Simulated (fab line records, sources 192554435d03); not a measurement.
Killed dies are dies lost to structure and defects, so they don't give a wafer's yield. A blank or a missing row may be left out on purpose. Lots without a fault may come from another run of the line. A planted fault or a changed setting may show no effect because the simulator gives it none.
fab line records | flow n5_finfet
record lots=12 wafers=36 last_day=16
route steps=1938 shown FIN_CUT@169 STI_FIN_REVEAL@191 PASSIVATION@1936
lots that met no fault: from a run of the same line without faults
start_h: hours from the record's first day to the start of the lot's first wafer shown | wait_h: hours since the lot's step before | " the same as in the row above | L1.1+2: a row that stands for several wafers | - no value, or no start given | * or withheld: withheld | < > ~ a bound
route shown NAME@n: a module of which the file shows steps, and the number in the route of the first | usual: mean/standard deviation of fault-free wafers | same: alike in all rows | chamber/n: place in a boat | sites: the reading at each site | _std_site: their standard deviation | _edge_site: outer sites' mean less inner sites' | radius_mm: how far each site lies from the wafer's centre | mask NAME#n: copy n | behind: the tool/chamber that last shaped the wafer | hold: why the lot was held/for how many hours/how that ended | device: the transistor (n, p or np) that didn't switch | end of line: the same wafers' tests at the end of the route | a step without rows: its recipe alone | killed: dies lost to structure and defects at the first sort, not the wafer's yield | map: a wafer's dies, x killed, . not, _ none there
set.NAME: the setting as run; set.NAME@STEP: as run at that earlier step | model.NAME: the simulator's own value behind a step, which no gauge read
steps of the route over a sample of lots; a table a step, a row a wafer
services: from which hour (start_h, from the record's first day; less than 0 if before it) a tool's chamber was out of use, for how many hours, and why
## steps
# step N5_FIN_CUT_ETCH_21
# recipe chemistry=N2/H2 target=SOC target_depth_a=2190 overetch_a=438 mask_material=SiARC temp_c=40 ion_energy_ev=100 bias_w=61 time_s=523.5 pressure_mtorr=30 source_w=850 n2_flow_sccm=200 h2_flow_sccm=200
# usual drypump_motor_current_A=5.9/0.37 oes_product_au=0.69/0.037 rf_vpp_V=240.2/1.4 showerhead_plenum_p_Torr=2.50/0.084 throttle_valve_pct=17.93/0.25
# columns lot.wafer tool chamber start_h wait_h drypump_motor_current_A oes_product_au rf_hours_counter_h rf_vpp_V showerhead_plenum_p_Torr throttle_valve_pct
L608.2 rie_diel-06 1 33.90 0.0 5.2 0.68 186 242.4 2.52 17.56
L608.5 " 2 " " 5.7 0.75 - 238.5 2.37 17.88
L608.6 " 3 " " 6.2 0.72 - 241.2 2.55 18.17
L609.3 rie_diel-01 3 43.07 0.0 5.6 0.68 151 242.0 2.64 17.89
L609.4 " 0 " " 6.2 0.69 - 239.8 2.43 17.94
L609.5 " 1 " " 6.1 0.69 - 240.6 2.52 17.93
L611.2 rie_diel-05 0 50.71 0.0 6.4 0.66 208 239.6 2.43 18.36
L611.3 " 2 " " 6.2 0.66 190 238.3 2.41 17.37
L611.4 " 1 " " 6.0 0.71 138 241.9 2.54 17.53
L612.1 rie_diel-01 3 58.28 0.0 5.6 0.68 156 241.3 2.64 17.94
L612.3 " 1 " " 6.1 0.69 173 241.2 2.52 17.94
L612.4 " 2 " " 5.2 0.65 231 239.9 2.50 18.00
L613.2 rie_diel-01 0 64.06 0.0 6.2 0.68 172 240.3 2.42 17.97
L613.4 " 3 " " 5.6 0.67 159 239.7 2.64 17.93
L613.6 " 2 " " 5.2 0.64 - 240.2 2.50 18.00
L614.2 rie_diel-06 2 70.11 0.0 5.7 0.76 109 238.6 2.36 17.89
L614.5 " 0 " " 5.7 0.71 - 239.0 2.56 18.07
L614.6 " 3 " " 6.2 0.71 - 240.0 2.55 18.21
L616.1 rie_diel-06 3 87.71 0.0 6.2 0.71 132 240.0 2.55 18.22
L616.4 " 0 " " 5.7 0.72 134 239.9 2.56 18.10
L616.6 " 2 " " 5.7 0.74 - 237.6 2.36 17.93
L617.1 rie_diel-01 0 88.15 0.0 6.2 0.68 180 239.5 2.42 17.99
L617.3 " 1 " " 6.1 0.69 183 241.1 2.51 17.96
L617.4 " 2 " " 5.3 0.64 - 238.6 2.49 18.03
L618.3 rie_diel-01 1 94.06 0.0 6.1 0.69 184 239.3 2.51 17.96
L618.5 " 0 " " 6.2 0.68 - 238.0 2.42 17.98
L618.6 " 1 " " 6.1 0.68 - 240.7 2.51 17.95
L619.1 rie_diel-01 2 99.44 0.0 5.2 0.64 243 240.2 2.49 18.02
L619.2 " 0 " " 6.2 0.68 183 238.3 2.42 17.98
L619.4 " 3 " " 5.6 0.67 166 244.0 2.63 17.96
L621.1 rie_diel-06 0 115.43 0.0 5.6 0.71 143 241.4 2.56 18.10
L621.2 " 3 " " 6.2 0.70 142 241.6 2.54 18.23
L621.4 " 1 " " 5.2 0.67 209 240.1 2.51 17.60
L625.2 rie_diel-05 3 138.16 0.0 6.2 0.65 197 242.7 2.64 18.02
L625.3 " 2 " " 6.2 0.64 215 238.2 2.40 17.41
L625.4 " 1 " " 6.0 0.69 163 241.9 2.53 17.57
# step N5_FIN_CUT_CUT_ETCH_26
# recipe chemistry=CH3F/O2 target=SiNx target_depth_a=390 mask_material=SOC time_s=55.7 pressure_mtorr=30 source_w=395 bias_w=73 Ar_flow_sccm=150 CH3F_flow_sccm=30 O2_flow_sccm=20 ion_energy_ev=120
# usual drypump_motor_current_A=5.9/0.38 oes_product_au=0.74/0.043 rf_vpp_V=297/3.9 showerhead_plenum_p_Torr=1.97/0.07 throttle_valve_pct=16.49/0.2
# columns lot.wafer tool chamber start_h wait_h drypump_motor_current_A oes_product_au rf_hours_counter_h rf_vpp_V showerhead_plenum_p_Torr throttle_valve_pct
L608.2 rie_diel-06 1 34.24 0.0 5.2 0.73 186 295 1.98 16.12
L608.5 " 2 " " 5.6 0.83 - 293 1.85 16.42
L608.6 " 3 " " 6.2 0.78 - 297 2.01 16.66
L609.3 rie_diel-01 3 43.42 0.0 5.6 0.74 151 295 2.10 16.59
L609.4 " 0 " " 6.2 0.74 - 297 1.92 16.42
L609.5 " 1 " " 6.1 0.74 - 298 1.99 16.53
L611.2 rie_diel-05 0 51.05 0.0 6.4 0.71 208 293 1.89 16.83
L611.3 " 2 " " 6.2 0.71 190 303 1.91 16.12
L611.4 " 1 " " 6.0 0.76 138 295 2.01 16.18
L612.1 rie_diel-01 3 58.62 0.0 5.6 0.73 156 295 2.10 16.59
L612.3 " 1 " " 6.1 0.74 173 298 1.99 16.56
L612.4 " 2 " " 5.2 0.70 231 300 1.97 16.55
L613.2 rie_diel-01 0 64.40 0.0 6.2 0.74 172 297 1.91 16.44
L613.4 " 3 " " 5.6 0.74 159 297 2.10 16.58
L613.6 " 2 " " 5.2 0.70 - 299 1.97 16.57
L614.2 rie_diel-06 2 70.45 0.0 5.6 0.82 109 292 1.85 16.42
L614.5 " 0 " " 5.7 0.76 - 290 2.01 16.48
L614.6 " 3 " " 6.2 0.77 - 297 2.00 16.69
L616.1 rie_diel-06 3 88.05 0.0 6.2 0.77 132 298 2.00 16.71
L616.4 " 0 " " 5.6 0.77 134 294 2.01 16.49
L616.6 " 2 " " 5.7 0.82 - 293 1.85 16.44
L617.1 rie_diel-01 0 88.49 0.0 6.2 0.74 180 297 1.91 16.44
L617.3 " 1 " " 6.1 0.73 183 298 1.99 16.56
L617.4 " 2 " " 5.2 0.70 - 300 1.97 16.56
L618.3 rie_diel-01 1 94.40 0.0 6.1 0.73 184 297 1.99 16.55
L618.5 " 0 " " 6.2 0.73 - 297 1.91 16.45
L618.6 " 1 " " 6.1 0.72 - 297 1.99 16.56
L619.1 rie_diel-01 2 99.79 0.0 5.2 0.70 243 301 1.97 16.56
L619.2 " 0 " " 6.2 0.74 183 297 1.91 16.46
L619.4 " 3 " " 5.6 0.74 166 297 2.09 16.62
L621.1 rie_diel-06 0 115.78 0.0 5.7 0.76 143 292 2.01 16.50
L621.2 " 3 " " 6.2 0.76 142 298 2.00 16.72
L621.4 " 1 " " 5.2 0.72 209 294 1.97 16.16
L625.2 rie_diel-05 3 138.50 0.0 6.1 0.71 198 306 2.08 16.61
L625.3 " 2 " " 6.2 0.70 215 304 1.90 16.18
L625.4 " 1 " " 6.0 0.76 163 294 2.00 16.22
# step N5_STI_FIN_REVEAL_STRIP_24
# recipe chemistry=N2/H2 time_s=90 power_w=100 temp_c=40 pressure_mtorr=100 rf_frequency_hz=6e+07 bias_power_w=3 n2_flow_sccm=300 h2_flow_sccm=300
# usual drypump_motor_current_A=5.8/0.42 oes_product_au=0.78/0.095 rf_vpp_V=45.3/0.88 showerhead_plenum_p_Torr=3.38/0.11 throttle_valve_pct=12.23/0.24
# columns lot.wafer tool chamber start_h wait_h drypump_motor_current_A oes_product_au rf_hours_counter_h rf_vpp_V showerhead_plenum_p_Torr throttle_valve_pct
L608.2 rie_diel-02 2 40.64 0.0 5.9 0.78 116 45.0 3.28 12.28
L608.5 " 2 " " 5.9 0.78 - 44.2 3.28 12.27
L608.6 " 3 " " 6.3 0.75 - 43.2 3.52 12.04
L609.3 rie_diel-03 2 49.92 0.0 4.8 0.71 218 46.0 3.33 12.40
L609.4 " 3 " " 6.1 0.97 5 46.3 3.45 11.92
L609.5 " 1 " " 6.3 0.70 - 45.6 3.48 12.54
L611.2 rie_diel-03 2 57.47 0.0 4.8 0.71 221 45.4 3.33 12.40
L611.3 " 3 " " 6.1 0.97 8 47.1 3.45 11.94
L611.4 " 0 " " 5.7 0.68 234 45.1 3.33 12.55
L612.1 rie_diel-02 1 65.69 0.0 5.6 0.71 191 44.7 3.21 12.20
L612.3 " 3 " " 6.3 0.75 166 44.0 3.51 12.06
L612.4 " 0 " " 5.9 0.96 15 43.9 3.43 11.86
L613.2 rie_diel-03 0 70.57 0.0 5.8 0.69 234 46.7 3.33 12.55
L613.4 " 2 " " 4.8 0.71 226 45.2 3.33 12.42
L613.6 " 0 " " 5.8 0.68 - 45.9 3.33 12.55
L614.2 rie_diel-04 2 77.36 0.0 6.3 0.73 207 44.9 3.35 12.38
L614.5 " 3 " " 5.5 0.89 - 45.1 3.30 11.96
L614.6 " 1 " " 5.7 0.77 - 44.5 3.51 12.21
L616.1 rie_diel-03 1 96.47 0.0 6.3 0.69 247 45.1 3.47 12.62
L616.4 " 2 " " 4.8 0.70 237 44.5 3.32 12.42
L616.6 " 0 " " 5.8 0.68 - 44.9 3.33 12.56
L617.1 rie_diel-03 2 96.92 0.0 4.8 0.70 237 44.1 3.32 12.44
L617.3 " 1 " " 6.3 0.69 248 45.2 3.47 12.61
L617.4 " 3 " " 6.1 0.93 23 45.7 3.44 11.98
L618.3 rie_diel-03 1 100.61 0.0 6.3 0.68 249 45.6 3.47 12.59
L618.5 " 3 " " 6.1 0.92 - 45.3 3.44 11.99
L618.6 " 2 " " 4.8 0.70 - 44.7 3.32 12.46
L619.1 rie_diel-04 2 106.04 0.0 6.3 0.73 218 46.4 3.34 12.41
L619.2 " 1 " " 5.7 0.78 155 46.6 3.51 12.22
L619.4 " 0 " " 5.5 0.98 4 46.7 3.57 11.65
L621.1 rie_diel-04 3 122.03 0.0 5.5 0.85 45 45.4 3.29 11.99
L621.2 " 2 " " 6.2 0.72 223 46.8 3.34 12.45
L621.4 " 1 " " 5.7 0.77 161 45.6 3.51 12.23
L625.2 rie_diel-02 3 144.73 0.0 6.3 0.72 188 46.0 3.50 12.13
L625.3 " 0 " " 6.0 0.91 41 44.0 3.42 11.92
L625.4 " 2 " " 5.9 0.74 158 45.1 3.26 12.39
# step N5_STI_FIN_REVEAL_RECESS_09
# recipe chemistry=HF/NH3 target=SiO2 afs_cycles=11 target_depth_a=425 temp_c=30 sublimation_temp_c=180 sublimation_time_s=60
# usual drypump_motor_current_A=5.80/0.19 temp_c=30.00/0.11
# columns lot.wafer tool chamber start_h wait_h drypump_motor_current_A temp_c
L608.2 vapor_etch-02 0 40.96 0.1 5.61 30.02
L608.5 " 1 42.02 1.2 6.25 29.91
L608.6 " 0 " " 5.58 30.02
L609.3 vapor_etch-01 0 50.67 0.6 5.70 30.04
L609.4 " 1 " " 5.84 30.13
L609.5 " 1 " " 5.86 30.03
L611.2 vapor_etch-01 0 57.69 0.0 5.65 29.97
L611.3 " 0 " " 5.68 29.92
L611.4 " 1 " " 5.82 30.02
L612.1 vapor_etch-01 1 65.91 0.0 5.86 30.22
L612.3 " 1 " " 5.85 30.03
L612.4 " 0 " " 5.67 30.07
L613.2 vapor_etch-01 1 71.59 0.8 5.87 28.71
L613.4 " 0 " " 5.69 28.38
L613.6 " 1 " " 5.85 28.73
L614.2 vapor_etch-01 1 77.58 0.0 5.84 28.54
L614.5 " 1 78.64 1.1 5.83 28.47
L614.6 " 0 " " 5.68 28.82
L616.1 vapor_etch-01 0 96.68 0.0 5.66 28.60
L616.4 " 1 " " 5.83 28.59
L616.6 " 0 " " 5.67 28.46
L617.1 vapor_etch-02 0 97.33 0.2 5.59 30.05
L617.3 " 0 " " 5.62 30.10
L617.4 " 1 " " 6.25 29.92
L618.3 vapor_etch-01 1 101.42 0.6 5.83 28.82
L618.5 " 0 " " 5.66 28.46
L618.6 " 1 " " 5.83 28.63
L619.1 vapor_etch-02 1 106.26 0.0 6.24 29.96
L619.2 " 0 " " 5.60 29.86
L619.4 " 1 " " 6.25 29.99
L621.1 vapor_etch-02 0 122.24 0.0 5.60 29.80
L621.2 " 1 " " 6.26 30.06
L621.4 " 1 " " 6.25 30.11
L625.2 vapor_etch-02 0 144.95 0.0 5.61 30.07
L625.3 " 1 " " 6.23 29.90
L625.4 " 0 " " 5.61 30.14
# step N5_PASSIVATION_PROBE_49
# usual defect_limited_yield=91.4/1.5 killed_at_M0_to_M3=32/9.8 killed_at_M4_up=15/5.6 killed_at_contacts=12/5.4 killed_at_front_end=40/13 killed_at_other=3.0/2.1 killed_dies=102/17 killed_open=67/13 killed_short=32/7.1 sort_bin_5_function=5.1/0.96 sort_bin_6_memory=3.2/0.7 sort_bin_8_speed=0.0/0.3 sort_n_pass=1078/18 sort_yield_pct=91.3/1.5
# same gross_dies=1180 killed_at_back_side=0 sort_bin_4_leakage[%]=0
# columns lot.wafer tool chamber start_h wait_h defect_limited_yield[%] killed_at_M0_to_M3 killed_at_M4_up killed_at_contacts killed_at_front_end killed_at_other killed_dies killed_open killed_short sort_bin_5_function[%] sort_bin_6_memory[%] sort_bin_8_speed[%] sort_n_pass sort_yield_pct[%]
L619.4 prober-01 - 352.63 0.2 90.8 29 9 16 48 7 109 67 39 6.2 2.9 0 1071 90.8
# killed by level:class
L619.4 MOL_CONTACT_COAG:geometric_particle:open=13 FIN_SAQP:geometric_particle:open=10 STI_FIN_REVEAL:geometric_particle:open=9 BEOL_M3:geometric_particle:open=9 FIN_SAQP:geometric_particle:short=7 STARTING-WAFER:geometric_particle:short=5 BEOL_M0_SAQP:geometric_particle:short=4 BEOL_M0_SAQP:geometric_particle:open=4
## services
# columns tool chamber start_h hours kind
rie_diel-03 3 15.72 - clean
rie_diel-03 3 15.72 - consumable_replace:focus_ring
rie_diel-03 3 15.72 13.9 scheduled_down
rie_diel-03 3 15.72 13.9 vent_cycle
rie_diel-01 2 24.60 22.8 repair
rie_diel-02 - 34.89 0.7 repair
rie_diel-06 3 38.09 5.0 repair
vapor_etch-02 - 51.94 28.1 pm
rie_diel-02 1 56.93 4.6 repair
rie_diel-03 0 57.56 11.0 repair
rie_diel-04 2 58.03 14.0 repair
rie_diel-01 2 59.15 2.7 repair
rie_diel-06 - 75.90 0.5 repair
rie_diel-01 3 83.26 8.8 repair
rie_diel-02 0 91.45 11.1 repair
rie_diel-02 3 99.64 9.0 repair
rie_diel-06 0 101.16 4.5 repair
rie_diel-02 3 117.67 8.6 repair
rie_diel-01 2 121.22 - clean
rie_diel-01 2 121.22 - consumable_replace:focus_ring
rie_diel-01 2 121.22 12.1 scheduled_down
rie_diel-01 2 121.22 12.1 vent_cycle
rie_diel-04 - 122.84 15.6 pm
rie_diel-01 3 123.80 3.1 repair
## key
first_sign step=N5_STI_FIN_REVEAL_RECESS_09 reading=temp_c direction=down sigmas=13 usual=* struck=*
effect none on later readings
met_at N5_STI_FIN_REVEAL_RECESS_09
struck_lots L613,L614,L616,L618
rows_end L613.2,L613.4,L613.6,L614.2,L614.5,L614.6,L618.3,L618.5,L618.6
not_acting_at N5_FIN_CUT_ETCH_21,N5_FIN_CUT_CUT_ETCH_26,N5_STI_FIN_REVEAL_STRIP_24
onset_between 65.91 71.59
fault kind=process_parameter_drift tool=vapor_etch-01 chamber=- onset_h=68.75 steps=N5_STI_FIN_REVEAL_RECESS_09 channel=temp_c offset=* shape=step acts_in=* stated=*
# rows_end: these wafers met a further fault down the route, and their rows from its step on are left out
